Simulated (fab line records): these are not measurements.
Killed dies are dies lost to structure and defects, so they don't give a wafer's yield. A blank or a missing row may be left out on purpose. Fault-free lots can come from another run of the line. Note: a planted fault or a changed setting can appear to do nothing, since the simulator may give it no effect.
Matching of chambers    flow nandHarc    NHARC_A_STAIRCASE_DEP_325 on pecvd-04: 3 sister chambers
The step deposits SiO2, target thk 3800 nm. 6 wafers are shown with their chamber, then 8 later ones without.

== WAFERS, EACH WITH ITS CHAMBER ==
wafer   chamber  heaterPowerW (W)
L081.1  1        732
L081.6  1        711
L084.1  2        856
L084.5  2        714
L084.6  0        624
L091.3  0        815

== WAFERS MISSING THEIR CHAMBER ==
wafer   heaterPowerW (W)
L091.4  721
L091.5  655
L094.1  745
L094.2  860
L094.3  673
L096.1  816
L096.3  779
L096.5  653

== THE CHAMBER EACH PASSED THROUGH ==
wafer   from the rows above           in truth
L091.4  can't be placed: 1 or 0 or 2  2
L091.5  can't be placed: 0 or 1 or 2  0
L094.1  can't be placed: 1 or 0 or 2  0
L094.2  can't be placed: 2 or 1 or 0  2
L094.3  can't be placed: 0 or 1 or 2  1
L096.1  can't be placed: 2 or 1 or 0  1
L096.3  can't be placed: 2 or 1 or 0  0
L096.5  can't be placed: 0 or 1 or 2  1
0 of 8 placed correctly. Unplaceable from these rows: 8, with the true chamber sitting among the candidates in 8. Number placed wrongly: 0.
How it was worked out, from the rows above alone: a wafer's distance from a chamber is the root of the sum, over the readings, of the square of ((its reading less the chamber's mean) divided by the reading's scatter). If the next closest chamber is less than 2 further off than the closest, the wafer can't be placed; otherwise it belongs to the closest. For every chamber, the mean is computed from those of its wafers that are shown. The scatter: the root of (the sum of the squares of (reading less its chamber's mean) over the shown wafers, divided by (wafers less chambers)).
